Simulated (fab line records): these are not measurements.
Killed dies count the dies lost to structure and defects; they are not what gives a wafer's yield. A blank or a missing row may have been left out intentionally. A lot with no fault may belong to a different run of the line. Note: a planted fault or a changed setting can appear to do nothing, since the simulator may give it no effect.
Matching of chambers | flow nand harc | NHARC_A_ZERO_WELL_DESCUM_12 on rie diel-09 has 4 sister chambers
The step chemistry O2, time 3 s. 22 wafers are shown with their chamber, then 11 later ones without.

== WAFERS PAIRED WITH THEIR CHAMBERS ==
wafer  | chamber | drypump motor current A (A) | oes product au (a.u.) | throttle valve pct (%)
L650.1 | 2       | 5.3                         | 0.983                 | 11.299
L650.2 | 1       | 5.8                         | 1.017                 | 11.340
L650.4 | 0       | 4.9                         | 1.016                 | 11.309
L651.2 | 0       | 4.9                         | 0.999                 | 11.312
L651.4 | 3       | 5.8                         | 0.993                 | 11.322
L651.6 | 3       | 5.8                         | 1.001                 | 11.292
L652.2 | 2       | 5.2                         | 0.999                 | 11.308
L652.3 | 1       | 5.9                         | 1.021                 | 11.314
L652.6 | 0       | 4.9                         | 1.015                 | 11.292
L653.2 | 1       | 5.9                         | 1.015                 | 11.304
L653.4 | 2       | 5.2                         | 0.986                 | 11.313
L653.6 | 0       | 4.8                         | 1.005                 | 11.307
L654.3 | 0       | 4.9                         | 1.014                 | 11.307
L654.4 | 3       | 5.8                         | 0.993                 | 11.314
L654.6 | 0       | 4.9                         | 1.017                 | 11.319
L655.1 | 0       | 4.9                         | 1.015                 | 11.309
L655.5 | 1       | 5.8                         | 1.017                 | 11.322
L655.6 | 2       | 5.3                         | 0.997                 | 11.318
L658.4 | 0       | 4.9                         | 1.004                 | 11.308
L658.5 | 2       | 5.2                         | 0.992                 | 11.307
L658.6 | 1       | 5.9                         | 1.009                 | 11.314
L662.3 | 1       | 5.9                         | 1.011                 | 11.304

SIGNATURES (averages over the wafers above)
reading                 | chamber 0 | chamber 1 | chamber 2 | chamber 3 | scatter within a chamber
drypump motor current A | 4.888     | 5.867     | 5.240     | 5.800     | 0.0435
oes product au          | 1.01062   | 1.01500   | 0.99140   | 0.99567   | 0.00604
throttle valve pct      | 11.30787  | 11.31633  | 11.30900  | 11.30933  | 0.0105
Rule: a wafer's distance from a chamber is the root of the sum, over the readings, of the square of ((its reading less the chamber's mean) divided by the reading's scatter). The wafer belongs to the nearest chamber; if the next one is less than 2 further off, it can't be placed. The scatter: take each reading less its chamber's mean, square it, sum over the shown wafers, divide by the number of wafers less the number of chambers, and take the root.

== WAFERS WHOSE CHAMBER IS MISSING ==
wafer  | drypump motor current A (A) | oes product au (a.u.) | throttle valve pct (%)
L662.4 | 5.2                         | 0.987                 | 11.327
L662.6 | 5.8                         | 0.997                 | 11.309
L669.1 | 5.9                         | 0.989                 | 11.312
L669.2 | 5.2                         | 0.997                 | 11.305
L669.5 | 5.9                         | 1.018                 | 11.310
L670.1 | 5.8                         | 0.989                 | 11.314
L670.3 | 5.8                         | 1.016                 | 11.310
L670.4 | 5.2                         | 0.993                 | 11.325
L671.2 | 5.8                         | 0.994                 | 11.313
L671.5 | 5.9                         | 0.992                 | 11.315
L671.6 | 4.9                         | 1.007                 | 11.300

== EACH ONE'S CHAMBER ==
wafer  | from the rows above     | in truth
L662.4 | 2                       | 2
L662.6 | 3                       | 3
L669.1 | can't be placed: 3 or 1 | 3
L669.2 | 2                       | 2
L669.5 | 1                       | 1
L670.1 | 3                       | 3
L670.3 | can't be placed: 1 or 3 | 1
L670.4 | 2                       | 2
L671.2 | 3                       | 3
L671.5 | can't be placed: 3 or 1 | 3
L671.6 | 0                       | 0
Placed correctly: 8 of 11. Unplaceable from these rows: 3, with the true chamber sitting among the candidates in 3. Wrongly placed: 0.
